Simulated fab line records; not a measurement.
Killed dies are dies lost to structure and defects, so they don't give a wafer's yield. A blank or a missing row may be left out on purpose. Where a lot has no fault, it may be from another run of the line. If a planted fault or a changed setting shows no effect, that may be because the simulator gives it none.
Chamber matching	flow nand_harc	NHARC_P_M0_DESCUM_14 on rie_diel-02: 4 sister chambers
The step chemistry O2, time 3 s. 4 wafers are shown with their chamber, then 7 later ones without.

== WAFERS, EACH WITH ITS CHAMBER ==
wafer	chamber	drypump_motor_current_A (A)
L892.5	2	5.4
L890.6	0	5.7
L902.1	3	5.8
L902.2	1	6.2

== WAFERS WHOSE CHAMBER IS MISSING ==
wafer	drypump_motor_current_A (A)
L902.5	5.4
L904.2	6.2
L904.3	5.9
L904.4	5.5
L906.1	6.2
L906.5	5.9
L906.6	5.7

== WHICH CHAMBER EACH ONE RAN IN ==
wafer	from the rows above	in truth
L902.5	2	2
L904.2	1	1
L904.3	can't be placed: 3 or 0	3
L904.4	can't be placed: 2 or 0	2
L906.1	1	1
L906.5	can't be placed: 3 or 0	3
L906.6	can't be placed: 0 or 3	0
3 of 7 placed correctly. Unplaceable from these rows: 4, with the true chamber sitting among the candidates in 4. Wrongly placed: 0.
How it was worked out, from the rows above alone: a wafer's distance from a chamber is the root of the sum, over the readings, of the square of ((its reading less the chamber's mean) divided by the reading's scatter). If the next closest chamber is less than 2 further off than the closest, the wafer can't be placed; otherwise it belongs to the closest. The mean given for a chamber averages the wafers shown for that chamber. The scatter (one wafer shown for each chamber): square how far every hidden wafer sits from the nearest shown wafer, average those squares and take the square root.
